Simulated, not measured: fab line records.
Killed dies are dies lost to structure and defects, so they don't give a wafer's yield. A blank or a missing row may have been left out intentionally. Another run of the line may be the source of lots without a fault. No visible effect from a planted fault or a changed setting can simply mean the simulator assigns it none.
fab line records	flow n5Finfet
record lots=15	wafers=41	lastDay=18
route steps=1938 shown PASSIVATION@1906
lots untouched by any fault: they come from a run of this same line in which no faults occurred
startH: hours from the record's first day to the start of the lot's first wafer shown	waitH: how many hours have passed since the lot's step before this one	" repeats the value in the row above	L1.1+2: a row that stands for several wafers	- either no value or no given start	* or withheld: withheld	< > ~ a bound
route shown NAME@n: NAME is a module with steps in the file, n the number in the route of the first one	usual: mean/standard deviation taken from wafers without a fault	same: alike in all rows	chamber/n: place in a boat	sites: readings site by site	_std_site: the values' standard deviation	_edge_site: the outer-site mean with the inner-site mean subtracted	radiusMm: how far each site lies from the wafer's centre	mask NAME#n: copy n	behind: the most recent tool/chamber to have shaped the wafer	hold: cause of the lot's hold/its duration in hours/its outcome	device: names the non-switching transistor (n, p or np)	end of line: tests of these same wafers at the route's end	a step given without rows: its recipe and nothing more	killed: count of dies lost to structure and defects at first sort (not the wafer's yield)	map: a wafer's dies, x killed, . not, _ none there
set.NAME: setting as actually run; set.NAME@STEP: the setting as run at that earlier step	model.NAME: the simulator's own value behind a step, which no gauge read
the route's steps for a sample of lots (tables are steps, rows are wafers)
services: from which hour (startH, from the record's first day; less than 0 if before it) a tool's chamber was out of use, for how many hours, and why
## steps
# step N5_PASSIVATION_OVL_MEAS_63
# recipe pointsPerWafer=44
# usual PAD_OVL=3/5.3
lot.wafer	tool	chamber	startH	waitH	PAD_OVL[nm]
L696.1	overlay-02	0	289.25	0.0	3
L696.6	"	0	"	"	2
L700.1	overlay-02	0	293.69	0.0	5
L700.3	"	0	"	"	-1
L699.1	overlay-01	0	299.81	0.0	-8
L699.6	"	0	"	"	0
L702.1	overlay-01	0	319.83	0.0	0
L702.5	"	0	"	"	-1
L702.6	"	0	"	"	5
L703.1	overlay-02	0	330.31	0.0	-5
L703.5	"	0	"	"	0
L703.6	"	0	"	"	-3
L706.1	overlay-02	0	340.97	0.0	8
L706.3	"	0	"	"	8
L706.4	"	0	"	"	6
L709.1	overlay-01	0	345.34	0.0	-1
L709.2	"	0	"	"	-4
L709.5	"	0	"	"	-4
L705.1	overlay-01	0	349.98	0.0	-7
L705.2	"	0	"	"	-1
L705.3	"	0	"	"	1
L712.1	overlay-01	0	383.69	0.0	-3
L712.6	"	0	"	"	6
L713.1	overlay-02	0	390.39	0.0	-4
L713.4	"	0	"	"	1
L713.6	"	0	"	"	-2
L715.1	overlay-01	0	394.69	0.0	0
L715.2	"	0	"	"	0
L715.5	"	0	"	"	8
L717.1	overlay-02	0	400.68	0.0	5
L717.2	"	0	"	"	6
L717.6	"	0	"	"	9
L714.3	overlay-02	0	402.27	0.0	4
L714.4	"	0	"	"	11
L714.5	"	0	"	"	0
L716.1	overlay-02	0	413.92	0.0	5
L716.2	"	0	"	"	4
L716.5	"	0	"	"	0
L718.1	overlay-01	0	426.46	0.0	-5
L718.3	"	0	"	"	6
L718.5	"	0	"	"	3
# step N5_PASSIVATION_DEVELOP_43
# recipe developTimeS=60	rinseLiquid=diw	dry=airSpin	devTempC=21
# usual chillPlateTempC=23.00/0.11	developTimeS=60/0	exhaustPa=45.1/0.95
lot.wafer	tool	chamber	startH	waitH	chillPlateTempC	developTimeS	exhaustPa
L696.1	lithoTrack-03	0	291.08	-	22.90	60	44.1
L696.6	"	0	"	"	22.91	60	46.3
L700.1	lithoTrack-03	0	295.39	-	23.26	60	44.7
L700.3	"	0	"	"	23.13	60	45.6
L699.1	lithoTrack-03	0	302.09	-	23.04	60	46.6
L699.6	"	0	"	"	22.95	60	45.1
L702.1	lithoTrack-04	0	321.55	-	23.21	60	43.4
L702.5	"	0	"	"	23.12	60	45.1
L702.6	"	0	"	"	23.07	60	44.2
L703.1	lithoTrack-02	0	331.93	-	22.91	60	46.2
L703.5	"	0	"	"	23.04	60	45.4
L703.6	"	0	"	"	23.05	60	44.8
L706.1	lithoTrack-03	-	342.69	-	-	-	-
L706.3	"	-	"	"	-	-	-
L706.4	"	-	"	"	-	-	-
L709.1	lithoTrack-02	-	347.06	-	-	-	-
L709.2	"	-	"	"	-	-	-
L709.5	"	-	"	"	-	-	-
L705.1	lithoTrack-04	-	351.60	-	-	-	-
L705.2	"	-	"	"	-	-	-
L705.3	"	-	"	"	-	-	-
L712.1	lithoTrack-04	0	385.76	-	22.88	60	44.5
L712.6	"	0	"	"	22.82	60	44.1
L713.1	lithoTrack-02	0	393.45	-	22.82	60	44.7
L713.4	"	0	"	"	22.93	60	44.3
L713.6	"	0	"	"	22.86	60	44.2
L715.1	lithoTrack-03	0	396.66	-	22.98	60	44.0
L715.2	"	0	"	"	22.99	60	46.0
L715.5	"	0	"	"	22.96	60	45.4
L717.1	lithoTrack-04	0	402.90	-	22.97	60	44.9
L717.2	"	0	"	"	23.16	60	45.2
L717.6	"	0	"	"	22.95	60	42.9
L714.3	lithoTrack-03	0	404.09	-	23.04	60	44.5
L714.4	"	0	"	"	22.90	60	45.1
L714.5	"	0	"	"	22.85	60	46.3
L716.1	lithoTrack-03	0	415.74	-	22.99	60	45.3
L716.2	"	0	"	"	23.08	60	45.4
L716.5	"	0	"	"	23.02	60	44.9
L718.1	lithoTrack-03	0	428.18	-	23.00	60	46.2
L718.3	"	0	"	"	23.14	60	45.9
L718.5	"	0	"	"	23.06	60	45.2
# step N5_PASSIVATION_CD_MEAS_44
# recipe targetCdNm=40000	landingEnergyEv=500	detector=seInlens
# usual cdNm=40003/5.2
# same landingEnergyEv=500
lot.wafer	tool	chamber	startH	waitH	cdNm
L696.1	cdSem-02	0	291.19	-	40005
L696.6	"	0	"	"	40004
L700.1	cdSem-02	0	295.51	-	40004
L700.3	"	0	"	"	40005
L699.1	cdSem-01	0	302.20	-	40005
L699.6	"	0	"	"	40000
L702.1	cdSem-02	0	321.66	-	39996
L702.5	"	0	"	"	40004
L702.6	"	0	"	"	40002
L703.1	cdSem-02	0	332.04	-	40000
L703.5	"	0	"	"	40000
L703.6	"	0	"	"	39998
L706.1	cdSem-02	0	342.81	-	-
L706.3	"	0	"	"	-
L706.4	"	0	"	"	-
L709.1	cdSem-03	0	347.17	-	-
L709.2	"	0	"	"	-
L709.5	"	0	"	"	-
L705.1	cdSem-01	0	351.72	-	-
L705.2	"	0	"	"	-
L705.3	"	0	"	"	-
L712.1	cdSem-02	0	385.87	-	40002
L712.6	"	0	"	"	40006
L713.1	cdSem-03	0	393.57	-	39995
L713.4	"	0	"	"	39999
L713.6	"	0	"	"	39996
L715.1	cdSem-01	0	396.78	-	39999
L715.2	"	0	"	"	40009
L715.5	"	0	"	"	40004
L717.1	cdSem-01	0	403.02	-	40005
L717.2	"	0	"	"	40007
L717.6	"	0	"	"	39997
L714.3	cdSem-03	0	404.21	-	40001
L714.4	"	0	"	"	40007
L714.5	"	0	"	"	40006
L716.1	cdSem-01	0	415.86	-	40004
L716.2	"	0	"	"	40008
L716.5	"	0	"	"	40004
L718.1	cdSem-03	0	428.29	-	40006
L718.3	"	0	"	"	40008
L718.5	"	0	"	"	40004
# step N5_PASSIVATION_ETCH_54
# recipe chemistry=CHF3/O2	target=SiO2	targetDepthA=8800	CHF3_flow_sccm=50	O2_flow_sccm=5	Ar_flow_sccm=200	timeS=440	maskMaterial=PR	pressureMtorr=30	sourceW=650	biasW=170	ionEnergyEv=200
# usual CHF3_flow_sccm=50.01/0.15	chamberPressureMTorr=29.999/0.027	drypumpMotorCurrentA=5.9/0.48	oes_ar_750_au=0.78/0.07	oesProductAu=0.78/0.07	rfVppV=526/10	showerheadPlenumPTorr=2.45/0.071	throttleValvePct=18.8/0.34
lot.wafer	tool	chamber	startH	waitH	CHF3_flow_sccm	chamberPressureMTorr	drypumpMotorCurrentA	oes_ar_750_au	oesProductAu	rfHoursCounterH	rfVppV	showerheadPlenumPTorr	throttleValvePct
L696.1	rieDiel-06	1	291.54	0.1	50.19	30.011	6.5	0.81	0.79	90	515	2.53	18.7
L696.6	"	3	"	"	49.80	29.976	5.1	0.71	0.72	-	529	2.47	18.7
L700.1	rieDiel-06	0	295.86	0.1	50.05	29.998	6.3	0.69	0.70	236	552	2.48	19.2
L700.3	"	3	"	"	50.09	29.996	5.1	0.71	0.72	217	529	2.47	18.7
L699.1	rieDiel-06	1	302.55	0.1	49.89	30.014	6.5	0.80	0.79	96	516	2.53	18.7
L699.6	"	0	"	"	50.10	30.005	6.3	0.69	0.70	-	554	2.48	19.2
L702.1	rieDiel-05	0	322.01	0.1	49.98	30.014	6.2	0.81	0.80	88	519	2.51	18.5
L702.5	"	1	"	"	50.24	30.024	5.9	0.71	0.71	-	527	2.50	19.4
L702.6	"	0	"	"	50.07	29.922	6.2	0.81	0.81	-	518	2.51	18.5
L703.1	rieDiel-04	2	332.39	0.1	49.98	29.992	6.3	0.76	0.74	145	520	2.52	18.9
L703.5	"	2	"	"	50.03	30.001	6.3	0.75	0.75	-	522	2.52	18.9
L703.6	"	3	"	"	49.93	29.985	6.3	0.77	0.77	-	525	2.40	18.5
L706.1	rieDiel-06	3	343.16	0.1	50.23	30.019	5.0	0.70	0.56	233	529	2.47	18.8
L706.3	"	1	"	"	49.99	30.047	6.5	0.78	0.61	108	515	2.52	18.7
L706.4	"	3	"	"	50.30	30.023	5.0	0.71	0.56	-	528	2.47	18.8
L709.1	rieDiel-04	1	347.52	0.1	49.69	29.994	5.8	0.89	0.71	33	519	2.46	18.4
L709.2	"	0	"	"	50.01	30.010	5.0	0.81	0.63	104	523	2.34	19.1
L709.5	"	1	"	"	49.84	30.001	5.8	0.89	0.71	-	520	2.46	18.4
L705.1	rieDiel-06	3	352.14	0.1	49.99	29.952	5.0	0.70	0.56	238	530	2.46	18.8
L705.2	"	1	"	"	50.10	29.976	6.5	0.78	0.60	113	515	2.52	18.7
L705.3	"	2	"	"	50.41	30.001	5.9	0.84	0.67	59	523	2.36	18.6
L712.1	rieDiel-05	0	386.26	0.1	49.89	30.032	6.2	0.79	0.78	114	518	2.50	18.5
L712.6	"	2	"	"	50.15	30.036	5.4	0.76	0.76	-	531	2.31	18.6
L713.1	rieDiel-04	1	393.92	0.1	49.92	29.997	5.8	0.87	0.87	46	518	2.45	18.4
L713.4	"	0	"	"	50.00	30.007	4.9	0.81	0.79	116	523	2.34	19.2
L713.6	"	3	"	"	50.13	29.956	6.2	0.77	0.76	-	524	2.40	18.5
L715.1	rieDiel-06	1	397.13	0.1	49.96	29.954	6.5	0.77	0.75	135	515	2.51	18.8
L715.2	"	0	"	"	50.08	29.992	6.4	0.90	0.93	14	554	2.47	18.8
L715.5	"	0	"	"	49.99	30.038	6.3	0.90	0.91	-	553	2.47	18.8
L717.1	rieDiel-05	3	403.37	0.1	50.06	29.995	5.9	0.88	0.87	31	523	2.44	18.2
L717.2	"	2	"	"	49.92	30.009	5.4	0.76	0.76	157	531	2.31	18.6
L717.6	"	2	"	"	50.11	29.955	5.4	0.76	0.75	-	531	2.31	18.6
L714.3	rieDiel-05	1	405.20	0.1	50.05	29.976	5.8	0.69	0.69	237	526	2.49	19.5
L714.4	"	1	"	"	50.08	29.984	5.8	0.68	0.69	-	528	2.49	19.5
L714.5	"	2	"	"	50.31	29.986	5.5	0.76	0.75	-	531	2.31	18.6
L716.1	rieDiel-05	2	416.22	0.1	49.81	30.002	5.4	0.76	0.75	163	531	2.31	18.6
L716.2	"	1	"	"	49.83	29.991	5.8	0.68	0.69	240	527	2.49	19.5
L716.5	"	3	"	"	49.87	29.990	5.8	0.86	0.86	-	523	2.44	18.2
L718.1	rieDiel-06	2	428.69	0.1	50.03	29.986	5.9	0.81	0.82	92	523	2.35	18.6
L718.3	"	1	"	"	50.07	29.982	6.5	0.76	0.74	147	512	2.51	18.8
L718.5	"	2	"	"	49.81	29.997	5.9	0.81	0.81	-	523	2.35	18.6
## services
tool	chamber	startH	hours	kind
rieDiel-06	0	268.22	15.3	repair
rieDiel-06	2	293.88	4.3	repair
rieDiel-05	3	296.99	-	clean
rieDiel-05	3	296.99	-	consumableReplace:focusRing
rieDiel-05	3	296.99	14.1	scheduledDown
rieDiel-05	3	296.99	14.1	ventCycle
rieDiel-05	2	297.03	9.6	repair
rieDiel-06	2	304.45	10.4	repair
lithoTrack-04	-	314.13	-	consumableReplace:filter
rieDiel-06	0	336.64	-	clean
rieDiel-06	0	336.64	-	consumableReplace:focusRing
rieDiel-06	0	336.64	35.3	scheduledDown
rieDiel-06	0	336.64	35.3	ventCycle
rieDiel-05	3	369.28	14.3	repair
rieDiel-04	-	377.54	14.6	pm
rieDiel-06	3	380.27	-	clean
rieDiel-06	3	380.27	-	consumableReplace:focusRing
rieDiel-06	3	380.27	17.9	scheduledDown
rieDiel-06	3	380.27	17.9	ventCycle
## key
firstSign step=N5_PASSIVATION_DEVELOP_43	reading=toolRecord	direction=missing
effect none on later readings
metAt N5_PASSIVATION_DEVELOP_43
struckLots L705,L706,L709
laterRowsLeftOut L705.1,L705.2,L705.3,L706.1,L706.3,L706.4,L709.1,L709.2,L709.5
sortLeftOut L705.1,L705.2,L705.3,L706.1,L706.3,L706.4,L709.1,L709.2,L709.5
notActingAt N5_PASSIVATION_OVL_MEAS_63,N5_PASSIVATION_CD_MEAS_44,N5_PASSIVATION_ETCH_54
onsetBetween 331.93 342.69
fault kind=skippedStepWhole	tool=lithoTrack-02,lithoTrack-03,lithoTrack-04	chamber=-	onsetH=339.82	steps=N5_PASSIVATION_DEVELOP_43	scope=struckLotsOnly
# sortLeftOut: the simulated sort isn't trusted on such a fault, so these wafers' sort isn't shown, and their yield isn't known
# laterRowsLeftOut: the simulator's readings of these wafers behind a module that went badly wrong aren't trusted and aren't shown, but for the sort
